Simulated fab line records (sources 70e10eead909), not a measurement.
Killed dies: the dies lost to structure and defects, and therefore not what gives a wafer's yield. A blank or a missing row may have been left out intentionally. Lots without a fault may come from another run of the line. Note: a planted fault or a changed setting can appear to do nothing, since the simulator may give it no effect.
Chamber matching ; flow nand_harc ; 3 sister chambers for NHARC_A_STAIRCASE_DEP_417 on pecvd-04
The step deposits Si3N4, target thk 60 nm. 6 wafers are shown with their chamber, then 12 later ones without.

== WAFERS, EACH WITH ITS CHAMBER ==
wafer;chamber;heater_power_w (W);rf_fwd_power_W (W)
L083.3;2;643;448.8
L085.2;2;659;448.7
L085.6;1;834;449.2
L086.1;0;750;446.7
L086.5;1;769;450.1
L086.6;0;754;447.6

== WAFERS WHOSE CHAMBER IS MISSING ==
wafer;heater_power_w (W);rf_fwd_power_W (W)
L089.1;745;446.9
L089.3;781;447.3
L089.6;756;449.1
L092.2;779;452.0
L092.4;803;453.0
L092.5;850;449.6
L093.4;684;450.3
L093.5;824;449.1
L093.6;805;448.7
L091.1;877;447.0
L091.3;698;446.4
L091.4;700;448.7

== THE CHAMBER EACH PASSED THROUGH ==
wafer;from the rows above;in truth
L089.1;0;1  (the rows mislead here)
L089.3;0;0
L089.6;can't be placed: 1 or 0 or 2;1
L092.2;1;1
L092.4;1;1
L092.5;1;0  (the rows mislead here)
L093.4;can't be placed: 2 or 1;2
L093.5;1;1
L093.6;can't be placed: 1 or 0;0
L091.1;can't be placed: 0 or 1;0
L091.3;0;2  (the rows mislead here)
L091.4;can't be placed: 2 or 0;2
4 of 12 placed correctly. From these rows, 5 cannot be placed; in 5 the true chamber is one of the candidates. Number placed wrongly: 3.
How it was worked out, from the rows above alone: a wafer's distance from a chamber is the root of the sum, over the readings, of the square of ((its reading less the chamber's mean) divided by the reading's scatter). If the next closest chamber is less than 2 further off than the closest, the wafer can't be placed; otherwise it belongs to the closest. Each chamber's mean is taken over the wafers shown for it. The scatter is the square root of a quotient: the sum, over the shown wafers, of each reading's squared deviation from its chamber's mean, divided by wafers minus chambers.
